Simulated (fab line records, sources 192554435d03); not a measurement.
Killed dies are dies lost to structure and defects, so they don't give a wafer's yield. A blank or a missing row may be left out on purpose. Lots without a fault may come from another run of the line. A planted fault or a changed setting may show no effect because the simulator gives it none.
Chamber matching | flow n5_finfet | N5_MOL_CONTACT_COAG_ETCH_105 on rie_diel-04: 4 sister chambers
The step etches SiARC in CF4, target depth 15.6 nm, time 26 s. 8 wafers are shown with their chamber, then 7 later ones without.

WAFERS WITH THEIR CHAMBER
wafer  | chamber | showerhead_plenum_p_Torr (Torr) | drypump_motor_current_A (A)
L075.3 | 3       | 2.06                            | 5.1
L080.1 | 0       | 2.29                            | 5.6
L080.2 | 2       | 2.27                            | 5.1
L083.1 | 1       | 2.09                            | 5.8
L083.2 | 0       | 2.29                            | 5.6
L083.5 | 2       | 2.27                            | 5.1
L086.1 | 1       | 2.08                            | 5.8
L086.4 | 3       | 2.05                            | 5.0

WAFERS WITHOUT THEIR CHAMBER
wafer  | showerhead_plenum_p_Torr (Torr) | drypump_motor_current_A (A)
L086.5 | 2.05                            | 5.0
L087.1 | 2.05                            | 5.0
L087.4 | 2.08                            | 5.8
L087.5 | 2.08                            | 5.8
L088.1 | 2.27                            | 5.1
L088.3 | 2.08                            | 5.8
L088.6 | 2.08                            | 5.8

WHICH CHAMBER EACH WENT THROUGH
wafer  | from the rows above | in truth
L086.5 | 3                   | 3
L087.1 | 3                   | 3
L087.4 | 1                   | 1
L087.5 | 1                   | 1
L088.1 | 2                   | 2
L088.3 | 1                   | 1
L088.6 | 1                   | 1
Placed correctly: 7 of 7. Can't be placed from these rows: 0. Placed wrongly: 0.
How it was worked out, from the rows above alone: a wafer's distance from a chamber is the root of the sum, over the readings, of the square of ((its reading less the chamber's mean) divided by the reading's scatter). The wafer belongs to the nearest chamber; if the next one is less than 2 further off, it can't be placed. A chamber's mean is the mean of its shown wafers. The scatter: the root of (the sum of the squares of (reading less its chamber's mean) over the shown wafers, divided by (wafers less chambers)).
